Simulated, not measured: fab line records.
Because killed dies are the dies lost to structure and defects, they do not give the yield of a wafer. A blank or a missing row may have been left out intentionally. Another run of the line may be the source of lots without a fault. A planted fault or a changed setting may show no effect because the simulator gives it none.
fab line records	flow n5Finfet	part 1 of 2: steps 1 to 19 of 30
record: lots: 5	wafers: 15	lastDay: 16
route steps=1938 shown BEOL_M11@1562
lots that met no fault: taken from a fault-free run of the same line
startH: hours from the record's opening day to when the first of the lot's shown wafers began	waitH: hours since the lot's step before	" same as the row above	L1.1+2: one row covering several wafers at once	- no value present, or no start provided	* or withheld: withheld	< > ~ a bound
route shown NAME@n: a module of which the file shows steps, and the number in the route of the first	usual: average and standard deviation across the fault-free wafers	same: alike in all rows	chamber/n: place in a boat	sites: readings site by site	_std_site: standard deviation of those values	_edge_site: outer sites' mean less inner sites'	radiusMm: how far each site lies from the wafer's centre	mask NAME#n: copy n	behind: the last tool/chamber to shape the wafer	hold: why the lot went on hold/how many hours it stayed there/how the hold came to an end	device: the transistor (n, p or np) that didn't switch	end of line: at the end of the route, the tests of the same wafers	where a step has no rows: the recipe by itself	killed: count of dies lost to structure and defects at first sort (not the wafer's yield)	map: dies across one wafer; x = killed, . = not, _ = none there
set.NAME: the setting as run; set.NAME@STEP: as run at that earlier step	model.NAME: the simulator's own value behind a step, which no gauge read
certain route steps with their lots: each step a table, each wafer a row
services: the hour from which a tool's chamber was out of use, counted from the record's first day as startH (under 0 if before that day), plus the number of hours and why
== steps ==
step: N5_BEOL_M11_COAT_22
recipe: resist: CAR-ArF	spinRpm: 1500	resistThkNm: 90
usual: dispensePressureKPa: 50/5.7
lot.wafer	tool	chamber	startH	waitH	dispensePressureKPa
L077.1	lithoTrack-02	0	-	-	42
L077.2	"	0	"	"	42
L077.5	"	0	"	"	42
L076.1	lithoTrack-05	0	-	-	54
L076.2	"	0	"	"	54
L076.5	"	0	"	"	54
L080.2	lithoTrack-02	0	-	-	42
L080.3	"	0	"	"	42
L080.5	"	0	"	"	42
L081.3	lithoTrack-05	0	-	-	54
L081.4	"	0	"	"	54
L081.6	"	0	"	"	54
L091.2	lithoTrack-02	0	-	-	42
L091.5	"	0	"	"	42
L091.6	"	0	"	"	42
step: N5_BEOL_M11_EBR_24
recipe: solvent: PGMEA	ebrWidthMm: 1.5
lot.wafer	tool	chamber	startH	waitH
L077.1+2+5	lithoTrack-02	0	-	-
L076.1+2+5	lithoTrack-05	0	-	-
L080.2+3+5	lithoTrack-02	0	-	-
L081.3+4+6	lithoTrack-05	0	-	-
L091.2+5+6	lithoTrack-02	0	-	-
step: N5_BEOL_M11_SOFTBAKE_23
recipe: tempC: 110	timeS: 60	resist: CAR-ArF
usual: heaterPowerTotalW: 175.1/1.6
lot.wafer	tool	chamber	startH	waitH	heaterPowerTotalW
L077.1	lithoTrack-02	0	-	-	173.0
L077.2	"	0	"	"	177.3
L077.5	"	0	"	"	176.1
L076.1	lithoTrack-05	0	-	-	174.2
L076.2	"	0	"	"	175.9
L076.5	"	0	"	"	173.0
L080.2	lithoTrack-02	0	-	-	175.8
L080.3	"	0	"	"	177.6
L080.5	"	0	"	"	173.6
L081.3	lithoTrack-05	0	-	-	175.4
L081.4	"	0	"	"	173.0
L081.6	"	0	"	"	177.3
L091.2	lithoTrack-02	0	-	-	174.1
L091.5	"	0	"	"	175.7
L091.6	"	0	"	"	173.0
step: N5_BEOL_M11_EXPOSE_25
recipe: maskId: V10	na: 1.35	sourceShape: annular	sigmaInner: 0.5	sigmaOuter: 0.8	polarization: unpolarized	doseMj: 85.5
lot.wafer	tool	chamber	startH	waitH	mask
L077.1+2+5	arfiScanner-02	0	235.61	-	V10#0
L076.1+2+5	arfiScanner-01	0	238.86	-	V10#0
L080.2+3+5	arfiScanner-02	0	255.40	-	V10#0
L081.3+4+6	arfiScanner-01	0	261.15	-	V10#0
L091.2+5+6	arfiScanner-03	0	327.94	-	V10#0
step: N5_BEOL_M11_PEB_26
recipe: pebTempC: withheld	pebTimeS: 60	resist: CAR-ArF
lot.wafer	tool	chamber	startH	waitH
L077.1+2+5	lithoTrack-05	0	235.68	0.1
L076.1+2+5	lithoTrack-03	0	238.92	0.1
L080.2+3+5	lithoTrack-02	0	255.46	0.1
L081.3+4+6	lithoTrack-02	0	261.20	0.0
L091.2+5+6	lithoTrack-02	0	328.00	0.1
step: N5_BEOL_M11_DEVELOP_27
recipe: developTimeS: 30	developer: TMAH	resist: CAR-ArF	rinseLiquid: diw	dry: airSpin	devTempC: 23
lot.wafer	tool	chamber	startH	waitH
L077.1+2+5	lithoTrack-05	0	-	-
L076.1+2+5	lithoTrack-03	0	-	-
L080.2+3+5	lithoTrack-02	0	-	-
L081.3+4+6	lithoTrack-02	0	-	-
L091.2+5+6	lithoTrack-02	0	-	-
step: N5_BEOL_M11_CD_MEAS_28
recipe: targetCdNm: 70	landingEnergyEv: 500	detector: seInlens	polarity: opening
usual: cdNm: 69.8/0.94
lot.wafer	tool	chamber	startH	waitH	cdNm
L077.1	cdSem-01	0	235.74	-	69.4
L077.2	"	0	"	"	68.2
L077.5	"	0	"	"	70.9
L076.1	cdSem-02	0	238.99	-	68.6
L076.2	"	0	"	"	67.9
L076.5	"	0	"	"	70.1
L080.2	cdSem-03	0	255.53	-	70.0
L080.3	"	0	"	"	69.7
L080.5	"	0	"	"	70.5
L081.3	cdSem-02	0	261.27	-	69.8
L081.4	"	0	"	"	69.3
L081.6	"	0	"	"	68.7
L091.2	cdSem-01	0	328.07	-	69.4
L091.5	"	0	"	"	69.9
L091.6	"	0	"	"	69.2
step: N5_BEOL_M11_OVL_MEAS_29
recipe: pointsPerWafer: 44
usual: V10_OVL: 0.3/0.62
same: pointsPerWafer: 44
lot.wafer	tool	chamber	startH	waitH	V10_OVL[nm]
L077.1	overlay-02	0	235.77	0.0	0.4
L077.2	"	0	"	"	1.2
L077.5	"	0	"	"	-0.6
L076.1	overlay-01	0	239.02	0.0	1.1
L076.2	"	0	"	"	0.4
L076.5	"	0	"	"	0.4
L080.2	overlay-01	0	255.56	0.0	0.7
L080.3	"	0	"	"	0.1
L080.5	"	0	"	"	0.3
L081.3	overlay-02	0	261.30	0.0	0.0
L081.4	"	0	"	"	0.7
L081.6	"	0	"	"	1.5
L091.2	overlay-01	0	328.10	0.0	0.7
L091.5	"	0	"	"	1.0
L091.6	"	0	"	"	0.5
step: N5_BEOL_M11_INSPECT_30
recipe: mode: adi	inspectInstrument: brightfield
usual: rawDefectCount: 423/100
lot.wafer	tool	chamber	startH	waitH	rawDefectCount
L077.1	defectInspect-01	-	235.80	0.0	476
L077.2	"	-	"	"	453
L077.5	"	-	"	"	477
L076.1	defectInspect-01	-	239.04	0.0	297
L076.2	"	-	"	"	321
L076.5	"	-	"	"	309
L080.2	defectInspect-02	-	255.58	0.0	485
L080.3	"	-	"	"	426
L080.5	"	-	"	"	424
L081.3	defectInspect-01	-	261.32	0.0	376
L081.4	"	-	"	"	486
L081.6	"	-	"	"	372
L091.2	defectInspect-01	-	328.12	0.0	352
L091.5	"	-	"	"	428
L091.6	"	-	"	"	557
step: N5_BEOL_M11_DESCUM_33
recipe: chemistry: O2	timeS: 7.9	sourcePowerW: 50	biasPowerW: 20	pressureMtorr: 20	rfFrequencyHz: 2.712e+07	tempC: 40	resist: CAR-ArF	o2FlowSccm: 225
usual: drypumpMotorCurrentA: 5.6/0.36	oesProductAu: 0.79/0.078	rfVppV: 243.5/1.5	showerheadPlenumPTorr: 2.11/0.082	throttleValvePct: 20.23/0.27
lot.wafer	tool	chamber	startH	waitH	drypumpMotorCurrentA	oesProductAu	rfHoursCounterH	rfVppV	showerheadPlenumPTorr	throttleValvePct
L077.1	rieDiel-03	0	235.83	0.0	5.3	0.83	76	244.4	2.22	20.14
L077.2	"	2	"	"	5.2	0.74	179	241.7	1.98	19.93
L077.5	"	0	"	"	5.3	0.82	-	245.5	2.22	20.13
L076.1	rieDiel-06	1	239.08	0.0	5.9	0.84	57	243.7	2.10	19.80
L076.2	"	2	"	"	5.2	0.69	227	242.7	2.05	20.63
L076.5	"	1	"	"	5.9	0.85	-	243.5	2.10	19.80
L080.2	rieDiel-01	2	255.61	0.0	6.1	0.69	242	240.8	1.99	20.68
L080.3	"	0	"	"	5.2	0.69	197	243.3	2.14	20.38
L080.5	"	3	"	"	6.2	0.85	-	243.7	2.03	20.12
L081.3	rieDiel-03	1	261.35	0.0	6.0	0.78	107	245.2	2.19	19.97
L081.4	"	3	"	"	5.9	0.95	4	244.9	2.14	20.48
L081.6	"	1	"	"	6.0	0.78	-	244.7	2.19	19.98
L091.2	rieDiel-06	3	328.16	0.0	5.3	0.78	112	244.9	2.19	20.49
L091.5	"	2	"	"	5.2	0.96	-	242.4	2.04	20.29
L091.6	"	1	"	"	5.9	0.81	-	243.3	2.09	19.82
step: N5_BEOL_M11_ETCH_65
recipe: chemistry: CF4	target: SiARC	targetDepthA: 390	maskMaterial: CAR-ArF	timeS: 65	ionEnergyEv: 80	pressureMtorr: 40	sourceW: 545	biasW: 36	Ar_flow_sccm: 100	cf4FlowSccm: 100	ends: cleared
usual: biasW: 36.01/0.096	drypumpMotorCurrentA: 5.6/0.35	etchRfOnTimeS: 65.2/1.4	oesProductAu: 0.68/0.066	rfVppV: 184.4/1.3	showerheadPlenumPTorr: 2.17/0.077	throttleValvePct: 15.48/0.25
lot.wafer	tool	chamber	startH	waitH	biasW	drypumpMotorCurrentA	etchRfOnTimeS	oesProductAu	rfHoursCounterH	rfVppV	showerheadPlenumPTorr	throttleValvePct
L077.1	rieDiel-03	0	235.87	0.0	35.95	5.3	66.2	0.69	76	184.8	2.27	15.24
L077.2	"	2	"	"	35.76	5.2	66.1	0.63	179	183.1	2.05	15.29
L077.5	"	0	"	"	35.94	5.3	65.7	0.70	-	185.4	2.27	15.25
L076.1	rieDiel-06	1	239.11	0.0	35.99	5.9	63.3	0.73	57	185.1	2.17	15.11
L076.2	"	2	"	"	36.17	5.2	64.6	0.60	227	183.3	2.13	16.03
L076.5	"	1	"	"	35.97	5.9	64.0	0.73	-	184.5	2.17	15.11
L080.2	rieDiel-01	2	255.65	0.0	36.12	6.1	63.4	0.59	242	182.4	2.03	15.81
L080.3	"	0	"	"	35.82	5.2	66.8	0.59	197	184.1	2.20	15.72
L080.5	"	3	"	"	36.06	6.3	66.4	0.73	-	183.9	2.09	15.43
L081.3	rieDiel-03	1	261.39	0.0	36.03	5.9	66.7	0.66	107	186.9	2.25	15.25
L081.4	"	3	"	"	36.06	5.8	63.6	0.83	4	184.9	2.19	15.56
L081.6	"	1	"	"	35.96	6.0	66.8	0.65	-	186.0	2.25	15.27
L091.2	rieDiel-06	3	328.19	0.0	36.11	5.3	65.5	0.67	112	186.4	2.25	15.71
L091.5	"	2	"	"	36.02	5.2	63.8	0.83	-	184.3	2.13	15.61
L091.6	"	1	"	"	35.89	5.9	64.1	0.69	-	184.0	2.16	15.15
step: N5_BEOL_M11_ETCH_66
recipe: chemistry: N2/H2	target: SOC	targetDepthA: 1200	overetchA: 240	maskMaterial: SiARC	tempC: 40	timeS: 180	ionEnergyEv: 200	pressureMtorr: 30	sourceW: 840	biasW: 150	n2FlowSccm: 200	h2FlowSccm: 200
usual: biasW: 149.9/0.48	drypumpMotorCurrentA: 5.6/0.35	oesProductAu: 0.64/0.058	rfVppV: 524.6/2.8	showerheadPlenumPTorr: 2.57/0.093	throttleValvePct: 17.7/0.31
lot.wafer	tool	chamber	startH	waitH	biasW	drypumpMotorCurrentA	oesProductAu	rfHoursCounterH	rfVppV	showerheadPlenumPTorr	throttleValvePct
L077.1	rieDiel-03	0	235.92	0.0	149.6	5.2	0.65	76	527.5	2.69	17.5
L077.2	"	2	"	"	151.0	5.2	0.60	179	520.9	2.44	17.5
L077.5	"	0	"	"	149.6	5.2	0.66	-	528.1	2.69	17.5
L076.1	rieDiel-06	1	239.16	0.0	149.4	5.9	0.68	57	526.2	2.57	17.3
L076.2	"	2	"	"	149.6	5.2	0.57	227	523.0	2.52	18.2
L076.5	"	1	"	"	149.7	5.9	0.68	-	526.7	2.57	17.3
L080.2	rieDiel-01	2	255.70	0.0	150.6	6.1	0.56	242	518.5	2.40	17.9
L080.3	"	0	"	"	149.4	5.2	0.57	198	526.6	2.64	18.0
L080.5	"	3	"	"	150.2	6.2	0.70	-	521.6	2.47	17.5
L081.3	rieDiel-03	1	261.44	0.0	149.4	6.0	0.64	107	527.7	2.67	17.4
L081.4	"	3	"	"	149.6	5.9	0.76	4	526.0	2.63	18.2
L081.6	"	1	"	"	149.9	6.0	0.63	-	527.1	2.67	17.4
L091.2	rieDiel-06	3	328.24	0.0	149.9	5.3	0.64	112	526.9	2.65	17.8
L091.5	"	2	"	"	149.9	5.2	0.78	-	522.0	2.51	17.8
L091.6	"	1	"	"	149.1	5.9	0.65	-	523.8	2.56	17.3
step: N5_BEOL_M11_STRIP_69
recipe: chemistry: N2/H2	tempC: 40	n2FlowSccm: 200	h2FlowSccm: 200	rfFrequencyHz: 6e+07
lot.wafer	tool	chamber	startH	waitH
L077.1+2+5	rieDiel-03	0,2,0	236.03	0.1
L076.1+2+5	rieDiel-06	1,2,1	239.28	0.1
L080.2+3+5	rieDiel-01	2,0,3	255.81	0.1
L081.3+4+6	rieDiel-03	1,3,1	261.55	0.1
L091.2+5+6	rieDiel-06	3,2,1	328.35	0.1
step: N5_BEOL_M11_VIA_ETCH_34
recipe: chemistry: C4F6/O2	target: SiCOH_lowk	targetDepthA: 1845	maskMaterial: SOC	taperDeg: 4	timeS: 69.2	ionEnergyEv: 250	pressureMtorr: 30	sourceW: 345	biasW: 185	Ar_flow_sccm: 300	C4F6_flow_sccm: 10	O2_flow_sccm: 10
usual: biasW: 185.0/0.54	drypumpMotorCurrentA: 5.6/0.35	oesProductAu: 0.79/0.078	rfVppV: 663/8.9	showerheadPlenumPTorr: 2.87/0.11	throttleValvePct: 20.73/0.29
lot.wafer	tool	chamber	startH	waitH	biasW	drypumpMotorCurrentA	oesProductAu	rfHoursCounterH	rfVppV	showerheadPlenumPTorr	throttleValvePct
L077.1	rieDiel-03	0	236.04	0.0	186.0	5.2	0.81	76	665	3.02	20.66
L077.2	"	2	"	"	185.1	5.2	0.73	179	657	2.70	20.37
L077.5	"	0	"	"	185.5	5.2	0.83	-	664	3.02	20.65
L076.1	rieDiel-06	1	239.29	0.0	185.1	5.9	0.85	57	665	2.87	20.34
L076.2	"	2	"	"	185.3	5.2	0.69	227	657	2.83	21.31
L076.5	"	1	"	"	185.3	5.9	0.85	-	665	2.87	20.36
L080.2	rieDiel-01	2	255.82	0.0	184.7	6.1	0.69	242	653	2.67	20.87
L080.3	"	0	"	"	185.9	5.2	0.69	198	646	2.91	20.87
L080.5	"	3	"	"	185.7	6.2	0.86	-	684	2.77	20.67
L081.3	rieDiel-03	1	261.56	0.0	184.9	6.0	0.77	107	661	2.97	20.40
L081.4	"	3	"	"	185.2	5.9	0.97	4	666	2.92	21.00
L081.6	"	1	"	"	185.3	6.0	0.77	-	661	2.97	20.41
L091.2	rieDiel-06	3	328.36	0.0	185.5	5.3	0.79	112	673	2.98	21.00
L091.5	"	2	"	"	185.1	5.2	0.95	-	658	2.82	20.99
L091.6	"	1	"	"	185.1	5.9	0.82	-	666	2.86	20.38
step: N5_BEOL_M11_STRIP_73
recipe: chemistry: C4F6/O2	resist: SiARC	rfFrequencyHz: 6e+07
lot.wafer	tool	chamber	startH	waitH
L077.1+2+5	rieDiel-03	0,2,0	236.09	0.0
L076.1+2+5	rieDiel-06	1,2,1	239.34	0.0
L080.2+3+5	rieDiel-01	2,0,3	255.88	0.0
L081.3+4+6	rieDiel-03	1,3,1	261.62	0.0
L091.2+5+6	rieDiel-06	3,2,1	328.42	0.0
step: N5_BEOL_M11_STRIP_36
recipe: chemistry: N2/H2	powerW: 450	tempC: 40	pressureMtorr: 20	rfFrequencyHz: 6e+07	overashFraction: 0.3	biasPowerW: 7	h2Frac: 0.5	n2FlowSccm: 200	h2FlowSccm: 200
usual: drypumpMotorCurrentA: 5.6/0.36	oesProductAu: 0.79/0.078	rfVppV: 59.1/1.7	showerheadPlenumPTorr: 2.57/0.094	throttleValvePct: 23.5/0.44
lot.wafer	tool	chamber	startH	waitH	drypumpMotorCurrentA	oesProductAu	rfHoursCounterH	rfVppV	showerheadPlenumPTorr	throttleValvePct
L077.1	rieDiel-03	0	236.10	0.0	5.3	0.83	76	59.5	2.69	23.4
L077.2	"	2	"	"	5.2	0.75	179	56.6	2.44	23.2
L077.5	"	0	"	"	5.3	0.83	-	59.6	2.69	23.5
L076.1	rieDiel-06	1	239.35	0.0	5.9	0.85	57	61.9	2.57	23.1
L076.2	"	2	"	"	5.2	0.70	227	63.5	2.51	24.0
L076.5	"	1	"	"	5.9	0.84	-	60.8	2.57	23.1
L080.2	rieDiel-01	2	255.89	0.0	6.1	0.67	242	60.8	2.39	23.6
L080.3	"	0	"	"	5.2	0.71	198	58.6	2.63	23.9
L080.5	"	3	"	"	6.2	0.84	-	60.0	2.46	23.2
L081.3	rieDiel-03	1	261.63	0.0	6.0	0.78	107	58.4	2.67	23.2
L081.4	"	3	"	"	5.8	0.98	4	58.7	2.63	24.4
L081.6	"	1	"	"	6.0	0.79	-	55.7	2.67	23.2
L091.2	rieDiel-06	3	328.43	0.0	5.3	0.78	112	57.1	2.65	23.6
L091.5	"	2	"	"	5.2	0.96	-	58.4	2.50	23.7
L091.6	"	1	"	"	5.9	0.80	-	58.6	2.55	23.1
step: N5_BEOL_M11_TRENCH_ETCH_37
recipe: chemistry: C4F6/O2	targetDepthA: 1488.3	target: SiCOH_lowk	timeS: 48	ionEnergyEv: 250	pressureMtorr: 30	sourceW: 345	biasW: 185	Ar_flow_sccm: 300	C4F6_flow_sccm: 10	O2_flow_sccm: 10
usual: biasW: 185.0/0.51	drypumpMotorCurrentA: 5.6/0.36	oesProductAu: 0.79/0.078	rfVppV: 662/8.9	showerheadPlenumPTorr: 2.87/0.11	throttleValvePct: 20.75/0.29
lot.wafer	tool	chamber	startH	waitH	biasW	drypumpMotorCurrentA	oesProductAu	rfHoursCounterH	rfVppV	showerheadPlenumPTorr	throttleValvePct
L077.1	rieDiel-03	0	-	-	184.3	5.3	0.82	76	664	3.02	20.67
L077.2	"	2	"	"	185.1	5.2	0.74	179	656	2.70	20.41
L077.5	"	0	"	"	184.6	5.2	0.82	-	664	3.02	20.69
L076.1	rieDiel-06	1	-	-	184.9	5.9	0.85	57	664	2.87	20.36
L076.2	"	2	"	"	185.5	5.2	0.69	227	657	2.83	21.33
L076.5	"	1	"	"	185.2	5.9	0.84	-	666	2.87	20.34
L080.2	rieDiel-01	2	-	-	184.6	6.1	0.69	242	654	2.67	20.89
L080.3	"	0	"	"	185.0	5.2	0.70	198	649	2.91	20.90
L080.5	"	3	"	"	184.6	6.2	0.86	-	687	2.77	20.68
L081.3	rieDiel-03	1	-	-	185.6	6.0	0.77	107	660	2.97	20.42
L081.4	"	3	"	"	185.0	5.9	0.97	4	666	2.92	21.00
L081.6	"	1	"	"	185.1	6.0	0.77	-	662	2.97	20.42
L091.2	rieDiel-06	3	-	-	184.5	5.3	0.80	112	674	2.98	21.01
L091.5	"	2	"	"	184.1	5.2	0.97	-	656	2.82	21.02
L091.6	"	1	"	"	184.6	5.9	0.81	-	666	2.86	20.40
step: N5_BEOL_M11_ETCH_41
recipe: chemistry: CH3F/O2	target: SiCN	targetDepthA: 426	taperDeg: 2	timeS: 86	ionEnergyEv: 120	maskMaterial: TiN	pressureMtorr: 30	sourceW: 395	biasW: 75	Ar_flow_sccm: 150	CH3F_flow_sccm: 30	O2_flow_sccm: 20
usual: biasW: 74.96/0.23	drypumpMotorCurrentA: 5.6/0.36	oesProductAu: 0.79/0.078	rfVppV: 297.7/1.6	showerheadPlenumPTorr: 2.02/0.078	throttleValvePct: 16.16/0.25
lot.wafer	tool	chamber	startH	waitH	biasW	drypumpMotorCurrentA	oesProductAu	rfHoursCounterH	rfVppV	showerheadPlenumPTorr	throttleValvePct
L077.1	rieDiel-03	0	-	-	74.93	5.2	0.82	76	298.6	2.13	16.01
L077.2	"	2	"	"	74.81	5.2	0.73	179	296.3	1.90	15.94
L077.5	"	0	"	"	75.17	5.2	0.81	-	300.1	2.13	16.00
L076.1	rieDiel-06	1	-	-	75.19	5.9	0.86	57	298.1	2.02	15.78
L076.2	"	2	"	"	74.89	5.2	0.70	227	296.2	1.99	16.69
L076.5	"	1	"	"	75.32	5.9	0.85	-	298.3	2.02	15.77
L080.2	rieDiel-01	2	-	-	75.01	6.1	0.69	242	296.2	1.87	16.40
L080.3	"	0	"	"	74.96	5.2	0.69	198	297.8	2.05	16.37
L080.5	"	3	"	"	75.01	6.3	0.86	-	297.2	1.94	16.07
L081.3	rieDiel-03	1	-	-	75.21	6.0	0.77	107	299.2	2.09	15.90
L081.4	"	3	"	"	74.87	5.9	0.95	4	298.9	2.05	16.28
L081.6	"	1	"	"	75.17	6.0	0.77	-	300.6	2.09	15.91
L091.2	rieDiel-06	3	-	-	74.85	5.3	0.78	112	299.1	2.10	16.40
L091.5	"	2	"	"	74.94	5.2	0.96	-	295.6	1.98	16.30
L091.6	"	1	"	"	75.30	5.9	0.80	-	297.0	2.01	15.84
step: N5_BEOL_M11_STRIP_77
recipe: chemistry: N2/H2	timeS: 10	powerW: 450	tempC: 40	pressureMtorr: 20	rfFrequencyHz: 6e+07	biasPowerW: 7	n2FlowSccm: 200	h2FlowSccm: 200
usual: drypumpMotorCurrentA: 5.6/0.35	oesProductAu: 0.79/0.077	rfVppV: 59.3/0.83	showerheadPlenumPTorr: 2.57/0.094	throttleValvePct: 23.5/0.44
lot.wafer	tool	chamber	startH	waitH	drypumpMotorCurrentA	oesProductAu	rfHoursCounterH	rfVppV	showerheadPlenumPTorr	throttleValvePct
L077.1	rieDiel-03	0	-	-	5.2	0.82	76	59.4	2.69	23.5
L077.2	"	2	"	"	5.2	0.74	179	58.1	2.44	23.3
L077.5	"	0	"	"	5.2	0.82	-	58.8	2.69	23.5
L076.1	rieDiel-06	1	-	-	5.9	0.84	57	58.9	2.57	23.1
L076.2	"	2	"	"	5.2	0.69	227	58.0	2.51	24.0
L076.5	"	1	"	"	5.9	0.84	-	60.1	2.57	23.1
L080.2	rieDiel-01	2	-	-	6.1	0.70	242	58.6	2.39	23.6
L080.3	"	0	"	"	5.2	0.70	198	59.5	2.63	23.9
L080.5	"	3	"	"	6.2	0.85	-	57.8	2.46	23.2
L081.3	rieDiel-03	1	-	-	6.0	0.78	107	60.1	2.67	23.1
L081.4	"	3	"	"	5.9	0.96	4	58.8	2.63	24.5
L081.6	"	1	"	"	6.0	0.78	-	59.1	2.67	23.2
L091.2	rieDiel-06	3	-	-	5.3	0.78	112	58.9	2.65	23.6
L091.5	"	2	"	"	5.2	0.95	-	59.5	2.50	23.7
L091.6	"	1	"	"	5.9	0.81	-	59.4	2.55	23.1
